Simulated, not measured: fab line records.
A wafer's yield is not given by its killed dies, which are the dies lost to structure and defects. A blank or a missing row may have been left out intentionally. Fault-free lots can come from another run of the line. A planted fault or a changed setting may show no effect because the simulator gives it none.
The tool behind it: which one?    flow n5Finfet    12 lots, 36 wafers sampled, at 2 steps of a route of 1938

WHAT THE GAUGES SHOWED, per wafer
N5_BEOL_M14_OCD_MEAS_35.
lot   measured      on      trenchDepthNm (nm)
L076  day 11 09:53  ocd-01  585 582 536
L077  day 11 18:51  ocd-01  584 603 581
L079  day 12 10:54  ocd-01  582 531 527
L080  day 12 14:31  ocd-01  576 594 540
L083  day 12 20:54  ocd-02  572 576 532
L085  day 13 12:22  ocd-01  602 554 566
L087  day 14 13:56  ocd-01  529 565 565
L088  day 14 20:00  ocd-01  553 581 580
L091  day 15 11:40  ocd-01  572 553 550
L093  day 15 23:20  ocd-02  559 546 564
L095  day 16 08:40  ocd-02  559 564 566
L097  day 16 22:46  ocd-02  593 549 577

EACH LOT AND THE TOOL THAT RAN IT (in order: tool; ch and the chambers of the sampled wafers; start)
lot   N5_BEOL_M14_STRIP_63
L076  rieDiel-01 ch 0,2,3, day 11 09:53 or earlier
L077  rieDiel-01 ch 2,3, day 11 18:51 or earlier
L079  rieDiel-04 ch 0,2,3, day 12 10:54 or earlier
L080  rieDiel-03 ch 0,1,3, day 12 14:31 or earlier
L083  rieDiel-03 ch 0,2, day 12 20:54 or earlier
L085  rieDiel-03 ch 0,1,2, day 13 12:22 or earlier
L087  rieDiel-04 ch 0,2,3, day 14 13:56 or earlier
L088  rieDiel-03 ch 1,3, day 14 20:00 or earlier
L091  rieDiel-01 ch 1,2, day 15 11:40 or earlier
L093  rieDiel-01 ch 0,1, day 15 23:20 or earlier
L095  rieDiel-03 ch 0,1,3, day 16 08:40 or earlier
L097  rieDiel-01 ch 1,2, day 16 22:46 or earlier
- N5_BEOL_M14_STRIP_63: strips in O2.

THE ANSWER, worked out from the rows above alone
Rule: usual is defined by the lots themselves. Put in order of their means at a reading, lots are off if they are a third of the lots or fewer, leave a main group of 4 or more, and stand apart from it by a gap of 3 or more times the standard deviation of the main group's means; of several such gaps the widest counts. A main group whose means are all the same, to the digits that the tables above print for the reading, isn't used. Also off: a lot with no number at a reading for which 4 or more lots have one. Any other lot the step has rows for is counted as sound.
No lot is off at any reading shown: from this, nothing can be told.

WHAT HAD BEEN PUT IN BY THE SIMULATOR
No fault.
